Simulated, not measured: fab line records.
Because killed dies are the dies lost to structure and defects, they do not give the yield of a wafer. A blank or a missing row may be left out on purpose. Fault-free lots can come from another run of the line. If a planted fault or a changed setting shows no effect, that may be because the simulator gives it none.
Lot-split experiment | flow n5Finfet | 21 wafers read across 7 lots, on a route 1938 steps long

== ON THE SPLIT ==
At N5_SDB_ETCH_25 (etches SiO2 in C4F6/O2, target depth 10 nm, time 3.3 s), the setting timeS was moved away from the recipe's 3.3 s on 6 of the 21 wafers read, by -15.5% to +17.4%. All remaining wafers had this setting at the recipe value.

The reading comes from the split's own step.

== THE READING ==
etch.depthNm (the simulator's own value, which no gauge read), in nm, at N5_SDB_ETCH_25 (etches SiO2 in C4F6/O2, target depth 10 nm, time 3.3 s). The file gives no usual value for it. Here, 15 wafers ran the recipe; their average is 9.975 nm with a standard deviation of 0.093 nm.

wafer  | tool, chamber at the split | timeS as run, s | against the recipe | etch.depthNm, nm | against lot-mates on the recipe
L076.3 | rieDiel-02, 0              | 3.3             | recipe             | 9.824            | -
L076.4 | rieDiel-02, 2              | 3.3             | recipe             | 10.11            | -
L076.5 | rieDiel-02, 2              | 2.914           | -11.7%             | 8.949            | -1.018
L079.1 | rieDiel-02, 0              | 2.788           | -15.5%             | 8.286            | -1.534
L079.5 | rieDiel-02, 1              | 2.788           | -15.5%             | 8.407            | -1.413
L079.6 | rieDiel-02, 0              | 3.3             | recipe             | 9.82             | -
L085.1 | rieDiel-01, 0              | 3.3             | recipe             | 10.12            | -
L085.3 | rieDiel-01, 3              | 3.3             | recipe             | 10.02            | -
L085.5 | rieDiel-01, 3              | 3.874           | +17.4%             | 11.74            | +1.670
L086.1 | rieDiel-04, 1              | 3.3             | recipe             | 9.915            | -
L086.2 | rieDiel-04, 2              | 3.3             | recipe             | 9.936            | -
L086.3 | rieDiel-04, 0              | 3.3             | recipe             | 9.955            | -
L087.3 | rieDiel-01, 1              | 3.3             | recipe             | 9.936            | -
L087.4 | rieDiel-01, 2              | 3.3             | recipe             | 9.942            | -
L087.5 | rieDiel-01, 2              | 3.3             | recipe             | 9.939            | -
L088.3 | rieDiel-04, 1              | 2.933           | -11.1%             | 8.752            | -1.328
L088.4 | rieDiel-04, 0              | 3.3             | recipe             | 10.08            | -
L088.5 | rieDiel-04, 2              | 2.933           | -11.1%             | 8.879            | -1.201
L089.1 | rieDiel-04, 1              | 3.3             | recipe             | 9.9              | -
L089.4 | rieDiel-04, 3              | 3.3             | recipe             | 10.07            | -
L089.5 | rieDiel-04, 2              | 3.3             | recipe             | 10.06            | -

THE FIT
A straight line over all 21 wafers: etch.depthNm changes by +0.102 nm for each +1% of timeS; r = +0.99; the points scatter about the line by 0.097 nm.
The same after taking each lot's own level away (the mean of its wafers on the recipe; 21 wafers): +0.098 nm for each +1%; r = +0.99; scatter 0.092 nm.
The reading moves by 1.7 nm for the largest change in timeS, on that fit.
The span of the lots' own levels, 9.8200 to 10.0800 nm, comes to 2.8 times the standard deviation stated above.
So the lot-to-lot level changes the slope little: the two slopes agree.
Check: for one of the wafers moved furthest among these (+17.4%), held out of the fit, the line's prediction against its lot-mates is +1.71 nm. Against them it came out at +1.67 nm.

== FURTHER SPLITS ON THESE WAFERS ==
Before the reading, these wafers also passed through other splits. Each is held against what the fit with the lots' levels taken away leaves over:
other split on the same wafers    | wafers away from the commonest value | r with etch.depthNm (lot level and that fit taken away)
N5_WELL_APT_EXPOSE_22 doseMj      | 5                                    | +0.08
N5_WELL_APT_PEB_23 pebTempC       | 6                                    | +0.49
N5_FIN_SAQP_SPACER1_ALD_24 tempC  | 7                                    | +0.28
N5_FIN_SAQP_ETCH_65 timeS         | 8                                    | +0.01
N5_FIN_CUT_COAT_19 spinRpm        | 7                                    | +0.17
N5_DUMMY_GATE_COAT_28 spinRpm     | 8                                    | +0.10
N5_SD_EPI_N_EPI_21 epiGrowthTimeS | 6                                    | -0.14
N5_SD_EPI_P_COAT_34 spinRpm       | 5                                    | -0.31

== FILE'S OWN FIT ==
etch.depthNm changes by +0.0969 nm for each +1% of timeS, r = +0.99.
